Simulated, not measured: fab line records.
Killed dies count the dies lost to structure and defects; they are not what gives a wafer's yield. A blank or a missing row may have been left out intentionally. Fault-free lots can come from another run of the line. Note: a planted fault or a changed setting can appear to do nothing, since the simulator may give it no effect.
Chamber matching + flow n5_finfet + rie_diel-05 running N5_BEOL_M5_DESCUM_16: 4 sister chambers
The step chemistry O2, time 7 s. 14 wafers are shown with their chamber, then 7 later ones without.

WAFERS, EACH WITH ITS CHAMBER
| wafer  | chamber | drypump_motor_current_A (A) | throttle_valve_pct (%) | showerhead_plenum_p_Torr (Torr) |
|--------|---------|-----------------------------|------------------------|---------------------------------|
| L078.2 | 3       | 5.7                         | 20.01                  | 2.23                            |
| L078.4 | 2       | 5.1                         | 20.58                  | 2.11                            |
| L078.5 | 1       | 5.6                         | 20.25                  | 2.16                            |
| L080.1 | 1       | 5.6                         | 20.26                  | 2.16                            |
| L080.2 | 3       | 5.7                         | 20.01                  | 2.23                            |
| L080.6 | 3       | 5.7                         | 20.01                  | 2.23                            |
| L082.2 | 2       | 5.1                         | 20.59                  | 2.10                            |
| L082.3 | 1       | 5.6                         | 20.26                  | 2.16                            |
| L082.4 | 3       | 5.7                         | 20.03                  | 2.23                            |
| L088.2 | 0       | 6.0                         | 20.76                  | 2.15                            |
| L088.4 | 1       | 5.6                         | 20.29                  | 2.16                            |
| L088.6 | 3       | 5.8                         | 20.05                  | 2.22                            |
| L086.1 | 3       | 5.7                         | 20.03                  | 2.22                            |
| L086.4 | 2       | 5.1                         | 20.61                  | 2.10                            |

SIGNATURES, as means of the wafers listed above
| reading                  | chamber 0 | chamber 1 | chamber 2 | chamber 3 | scatter within a chamber |
|--------------------------|-----------|-----------|-----------|-----------|--------------------------|
| drypump_motor_current_A  | 6.000     | 5.600     | 5.100     | 5.717     | 0.0289                   |
| throttle_valve_pct       | 20.7600   | 20.2650   | 20.5933   | 20.0233   | 0.0164                   |
| showerhead_plenum_p_Torr | 2.1500    | 2.1600    | 2.1033    | 2.2267    | 0.00447                  |
Rule: a wafer lies at a distance from a chamber equal to the root of the sum of squares, over the readings, of (its reading less the chamber's mean, divided by the reading's scatter). If the next closest chamber is less than 2 further off than the closest, the wafer can't be placed; otherwise it belongs to the closest. The scatter: take each reading less its chamber's mean, square it, sum over the shown wafers, divide by the number of wafers less the number of chambers, and take the root.

WAFERS MISSING THEIR CHAMBER
| wafer  | drypump_motor_current_A (A) | throttle_valve_pct (%) | showerhead_plenum_p_Torr (Torr) |
|--------|-----------------------------|------------------------|---------------------------------|
| L086.5 | 5.1                         | 20.61                  | 2.10                            |
| L090.2 | 5.1                         | 20.63                  | 2.10                            |
| L090.3 | 5.9                         | 20.79                  | 2.15                            |
| L090.4 | 5.6                         | 20.29                  | 2.15                            |
| L095.2 | 5.6                         | 20.30                  | 2.15                            |
| L095.3 | 5.7                         | 20.06                  | 2.22                            |
| L095.6 | 5.1                         | 20.63                  | 2.09                            |

WHICH CHAMBER EACH WENT THROUGH
| wafer  | from the rows above | in truth |
|--------|---------------------|----------|
| L086.5 | 2                   | 2        |
| L090.2 | 2                   | 2        |
| L090.3 | 0                   | 0        |
| L090.4 | 1                   | 1        |
| L095.2 | 1                   | 1        |
| L095.3 | 3                   | 3        |
| L095.6 | 2                   | 2        |
Placed correctly: 7 of 7. Not placeable from these rows: 0. Placed wrongly: 0.
